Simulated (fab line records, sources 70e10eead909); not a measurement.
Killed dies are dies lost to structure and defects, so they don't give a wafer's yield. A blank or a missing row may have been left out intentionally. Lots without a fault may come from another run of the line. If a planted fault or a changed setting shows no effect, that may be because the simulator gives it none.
Which tool was responsible?    flow nandHarc    14 lots, 40 wafers sampled, at 5 steps of a route of 1302

## WHAT THE GAUGES READ, wafer by wafer
NHARC_A_START_INSPECT_01.
lot   measured      on                rawDefectCount
L991  day 6 13:50   defectInspect-02  2 4 3
L992  day 7 02:41   defectInspect-01  4 4 3
L993  day 7 10:50   defectInspect-02  1 2 5
L994  day 7 20:46   defectInspect-01  2 0 1
L995  day 8 10:05   defectInspect-02  7 4 2
L996  day 8 19:29   defectInspect-02  2 5 5
L997  day 9 10:08   defectInspect-01  6 9 4
L998  day 9 17:10   defectInspect-02  5 3 3
L999  day 10 07:47  defectInspect-02  4 1 4
L100  day 10 20:09  defectInspect-01  3 2 1
L107  day 13 10:01  defectInspect-02  3 2
L108  day 13 18:44  defectInspect-01  2 3
L109  day 14 10:13  defectInspect-01  1 2 5
L112  day 15 10:49  defectInspect-01  1 3 2

NHARC_A_ZERO_WELL_CD_MEAS_10: the cd target is 2000 nm.
lot   measured      on        cdNm (nm)
L991  day 6 14:41   cdSem-01  2000.9 1998.5 2002.1
L992  day 7 03:31   cdSem-03  2002.0 1999.2 1996.6
L993  day 7 11:40   cdSem-01  1996.1 1999.5 2001.8
L994  day 7 21:36   cdSem-03  2003.0 2000.1 2002.5
L995  day 8 10:56   cdSem-02  1995.7 2000.1 1995.0
L996  day 8 20:12   cdSem-01  2001.9 1998.1 2004.0
L997  day 9 10:58   cdSem-03  1998.6 2000.1 1998.2
L998  day 9 18:01   cdSem-01  2001.9 2002.6 1998.5
L999  day 10 08:38  cdSem-01  2000.5 1998.0 1999.4
L100  day 10 20:52  cdSem-01  1996.4 2001.2 2002.4
L107  day 13 10:52  cdSem-01  2000.5 2000.6
L108  day 13 19:27  cdSem-01  2002.5 2001.9
L109  day 14 11:03  cdSem-02  2002.7 2002.9 2002.0
L112  day 15 11:32  cdSem-03  1999.6 2002.1 1999.4

NHARC_A_ONON_D1_THK_MEAS_24: measures by ellipsometry.
lot   measured      on            thkNm (nm)
L991  day 8 04:14   filmMetro-01  1004 1002 1002
L992  day 8 15:43   filmMetro-01  1011 1012 1009
L993  day 9 03:07   filmMetro-02  1009 1006 1008
L994  day 9 11:39   filmMetro-02  1012 1014 1012
L995  day 9 20:08   filmMetro-02  1002 1003 1006
L996  day 10 07:35  filmMetro-01  1006 1004 1007
L997  day 10 22:26  filmMetro-02  989 991 990
L998  day 11 03:03  filmMetro-01  997 997 998
L999  day 11 19:23  filmMetro-02  1004 1002 1003
L100  day 12 08:16  filmMetro-01  987 987 986
L107  day 14 23:33  filmMetro-01  1494 1493
L108  day 15 14:09  filmMetro-02  1503 998
L109  day 16 06:20  filmMetro-02  1003 1003 1003
L112  day 16 17:56  filmMetro-01  994 995 994

NHARC_A_ONON_D1_INSPECT_32.
lot   measured      on                rawDefectCount
L991  day 8 05:55   defectInspect-02  66 62 46
L992  day 8 17:32   defectInspect-01  42 64 101
L993  day 9 04:48   defectInspect-02  74 49 55
L994  day 9 13:19   defectInspect-02  48 35 105
L995  day 9 21:49   defectInspect-02  86 70 50
L996  day 10 09:16  defectInspect-01  51 42 63
L997  day 11 00:08  defectInspect-01  61 67 73
L998  day 11 04:43  defectInspect-02  60 53 47
L999  day 11 21:07  defectInspect-02  56 56 50
L100  day 12 09:58  defectInspect-02  52 71 71
L107  day 15 01:16  defectInspect-02  38 74
L108  day 15 15:51  defectInspect-01  40 56
L109  day 16 08:17  defectInspect-01  80 62 55
L112  day 16 19:47  defectInspect-02  79 72 79

## EACH LOT AND THE TOOL THAT RAN IT (in order: tool; ch and the chambers of the sampled wafers; start)
lot   NHARC_A_ONON_D1_DEP_22
L991  pecvdOnon-01 ch 0, day 8 03:47
L992  pecvdOnon-04 ch 0, day 8 15:16
L993  pecvdOnon-04 ch 0, day 9 02:37
L994  pecvdOnon-04 ch 0, day 9 11:08
L995  pecvdOnon-01 ch 0, day 9 19:41
L996  pecvdOnon-04 ch 0, day 10 07:08
L997  pecvdOnon-04 ch 0, day 10 22:06
L998  pecvdOnon-01 ch 0, day 11 02:32
L999  pecvdOnon-04 ch 0, day 11 18:53
L100  pecvdOnon-02 ch 0, day 12 07:46
L107  pecvdOnon-02 ch 0, day 14 23:02
L108  pecvdOnon-02 ch 0, day 15 13:39
L109  pecvdOnon-04 ch 0, day 16 05:56
L112  pecvdOnon-04 ch 0, day 16 17:29
- NHARC_A_ONON_D1_DEP_22: target thk 1000 nm.

## WHAT THE TOOLS THEMSELVES READ (means of the sampled wafers that have a number; where no wafer has one, the mark that the record gives instead)
The record holds no such reading with a usual standard deviation.

## THE ANSWER, worked out from the rows above alone
Rule: the usual values come from the lots themselves. Put in order of their means at a reading, lots are off if they are a third of the lots or fewer, leave a main group of 4 or more, and stand apart from it by a gap of 3 or more times the standard deviation of the main group's means; of several such gaps the widest counts. A main group whose means are all the same, to the digits that the tables above print for the reading, isn't used. A lot without any number at a reading at which 4 lots or more have one is off too. Where the step has rows for the other lots, those lots are counted as sound. The gauges are gone through in route order, then the tools' own readings, and for those a lot's mean is taken as printed above. The first step at which some lot is off is used, and at that step the reading that is off furthest; a lot without a number counts as furthest.
Off: L107, L108, at NHARC_A_ONON_D1_THK_MEAS_24 (thkNm). For the main group the mean is 1001 nm and the standard deviation 7.6.
A tool fits if, at a process step before that reading, it ran every lot that is off, and no sound lot after the first of them. Gauges at NHARC_A_ONON_D1_THK_MEAS_24: tried the same way as those tools. One candidate fits, namely pecvdOnon-02 at NHARC_A_ONON_D1_DEP_22. Its last sound lot is L100 (day 12 07:46), its first lot that is off L107 (day 14 23:02): a fault that began between those two fits.

## WHAT THE SIMULATOR HAD PUT IN
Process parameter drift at NHARC_A_ONON_D1_DEP_22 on pecvdOnon-02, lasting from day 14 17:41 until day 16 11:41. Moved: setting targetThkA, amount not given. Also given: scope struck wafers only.
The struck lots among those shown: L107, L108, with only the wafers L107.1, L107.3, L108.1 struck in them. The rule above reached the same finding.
